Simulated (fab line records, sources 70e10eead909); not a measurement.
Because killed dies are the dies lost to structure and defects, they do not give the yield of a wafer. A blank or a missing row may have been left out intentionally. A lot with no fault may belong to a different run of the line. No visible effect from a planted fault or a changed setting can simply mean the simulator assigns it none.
Chamber matching ; flow nand_harc ; NHARC_A_M1_STRIP_18 on rie_diel-12: 4 sister chambers
The step strips in N2/H2. 4 wafers are shown with their chamber, then 7 later ones without.

## EACH WAFER AND ITS CHAMBER
wafer;chamber;rf_vpp_V (V)
L597.5;3;90.4
L606.6;1;90.8
L604.1;2;91.4
L604.2;0;92.6

## WAFERS WITH NO CHAMBER GIVEN
wafer;rf_vpp_V (V)
L604.6;92.4
L613.1;90.7
L613.3;89.4
L613.4;91.0
L611.1;89.9
L611.4;89.3
L611.5;92.7

## CHAMBER TAKEN BY EACH
wafer;from the rows above;in truth
L604.6;can't be placed: 0 or 2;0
L613.1;can't be placed: 1 or 3 or 2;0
L613.3;can't be placed: 3 or 1 or 2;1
L613.4;can't be placed: 1 or 2 or 3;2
L611.1;can't be placed: 3 or 1 or 2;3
L611.4;can't be placed: 3 or 1 or 2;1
L611.5;can't be placed: 0 or 2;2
Correctly placed: 0 of 7. Not placeable from these rows: 7 (in 6, the candidates include the true chamber). Placed wrongly: 0.
How it was worked out, from the rows above alone: a wafer's distance from a chamber is the root of the sum, over the readings, of the square of ((its reading less the chamber's mean) divided by the reading's scatter). If the next closest chamber is less than 2 further off than the closest, the wafer can't be placed; otherwise it belongs to the closest. For every chamber, the mean is computed from those of its wafers that are shown. The scatter: with one shown wafer a chamber, the root of the mean of the squares of how far each hidden wafer lies from its nearest shown one.
